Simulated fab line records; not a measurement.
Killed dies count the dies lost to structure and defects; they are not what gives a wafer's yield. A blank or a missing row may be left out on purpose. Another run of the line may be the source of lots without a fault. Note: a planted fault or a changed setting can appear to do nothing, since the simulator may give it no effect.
Matching of chambers / flow nand harc / NHARC_A_STAIRCASE_DESCUM_291 on rie diel-13 has 4 sister chambers
The step chemistry O2, time 3 s. 16 wafers are shown with their chamber, then 8 later ones without.

WAFERS WITH THEIR CHAMBER
wafer=L077.1; chamber=1; showerhead plenum p Torr (Torr)=1.80; drypump motor current A (A)=5.9; oes product au (a.u.)=1.025
wafer=L077.4; chamber=3; showerhead plenum p Torr (Torr)=1.89; drypump motor current A (A)=5.2; oes product au (a.u.)=1.008
wafer=L077.6; chamber=2; showerhead plenum p Torr (Torr)=2.06; drypump motor current A (A)=5.8; oes product au (a.u.)=1.002
wafer=L082.1; chamber=1; showerhead plenum p Torr (Torr)=1.80; drypump motor current A (A)=5.9; oes product au (a.u.)=0.996
wafer=L082.4; chamber=0; showerhead plenum p Torr (Torr)=2.07; drypump motor current A (A)=6.3; oes product au (a.u.)=0.990
wafer=L082.6; chamber=1; showerhead plenum p Torr (Torr)=1.80; drypump motor current A (A)=6.0; oes product au (a.u.)=0.991
wafer=L084.2; chamber=2; showerhead plenum p Torr (Torr)=2.05; drypump motor current A (A)=5.8; oes product au (a.u.)=0.996
wafer=L084.4; chamber=1; showerhead plenum p Torr (Torr)=1.80; drypump motor current A (A)=6.0; oes product au (a.u.)=1.009
wafer=L084.6; chamber=3; showerhead plenum p Torr (Torr)=1.88; drypump motor current A (A)=5.2; oes product au (a.u.)=1.001
wafer=L083.1; chamber=3; showerhead plenum p Torr (Torr)=1.88; drypump motor current A (A)=5.2; oes product au (a.u.)=0.991
wafer=L083.2; chamber=2; showerhead plenum p Torr (Torr)=2.05; drypump motor current A (A)=5.8; oes product au (a.u.)=0.997
wafer=L083.6; chamber=1; showerhead plenum p Torr (Torr)=1.80; drypump motor current A (A)=5.9; oes product au (a.u.)=1.005
wafer=L085.1; chamber=2; showerhead plenum p Torr (Torr)=2.05; drypump motor current A (A)=5.8; oes product au (a.u.)=0.988
wafer=L085.2; chamber=3; showerhead plenum p Torr (Torr)=1.88; drypump motor current A (A)=5.2; oes product au (a.u.)=1.002
wafer=L085.3; chamber=0; showerhead plenum p Torr (Torr)=2.07; drypump motor current A (A)=6.3; oes product au (a.u.)=0.998
wafer=L089.1; chamber=2; showerhead plenum p Torr (Torr)=2.05; drypump motor current A (A)=5.8; oes product au (a.u.)=0.992

SIGNATURES, as means of the wafers listed above
reading=showerhead plenum p Torr; chamber 0=2.0700; chamber 1=1.8000; chamber 2=2.0520; chamber 3=1.8825; scatter within a chamber=0.00359
reading=drypump motor current A; chamber 0=6.300; chamber 1=5.940; chamber 2=5.800; chamber 3=5.200; scatter within a chamber=0.0316
reading=oes product au; chamber 0=0.99400; chamber 1=1.00520; chamber 2=0.99500; chamber 3=1.00050; scatter within a chamber=0.00906
Rule: a wafer's distance from a chamber is the root of the sum, over the readings, of the square of ((its reading less the chamber's mean) divided by the reading's scatter). The wafer belongs to the nearest chamber; if the next one is less than 2 further off, it can't be placed. The scatter: the root of (the sum of the squares of (reading less its chamber's mean) over the shown wafers, divided by (wafers less chambers)).

WAFERS WITHOUT THEIR CHAMBER
wafer=L089.4; showerhead plenum p Torr (Torr)=2.07; drypump motor current A (A)=6.3; oes product au (a.u.)=0.992
wafer=L089.6; showerhead plenum p Torr (Torr)=2.05; drypump motor current A (A)=5.8; oes product au (a.u.)=0.996
wafer=L090.1; showerhead plenum p Torr (Torr)=1.79; drypump motor current A (A)=5.9; oes product au (a.u.)=0.999
wafer=L090.3; showerhead plenum p Torr (Torr)=2.05; drypump motor current A (A)=5.8; oes product au (a.u.)=0.993
wafer=L090.6; showerhead plenum p Torr (Torr)=2.07; drypump motor current A (A)=6.3; oes product au (a.u.)=1.002
wafer=L095.1; showerhead plenum p Torr (Torr)=1.79; drypump motor current A (A)=5.9; oes product au (a.u.)=0.994
wafer=L095.3; showerhead plenum p Torr (Torr)=2.04; drypump motor current A (A)=5.8; oes product au (a.u.)=0.988
wafer=L095.6; showerhead plenum p Torr (Torr)=2.07; drypump motor current A (A)=6.3; oes product au (a.u.)=0.993

WHICH CHAMBER EACH WENT THROUGH
wafer=L089.4; from the rows above=0; in truth=0
wafer=L089.6; from the rows above=2; in truth=2
wafer=L090.1; from the rows above=1; in truth=1
wafer=L090.3; from the rows above=2; in truth=2
wafer=L090.6; from the rows above=0; in truth=0
wafer=L095.1; from the rows above=1; in truth=1
wafer=L095.3; from the rows above=2; in truth=2
wafer=L095.6; from the rows above=0; in truth=0
Correctly placed: 8 of 8. Number that these rows cannot place: 0. 0 placed wrongly.
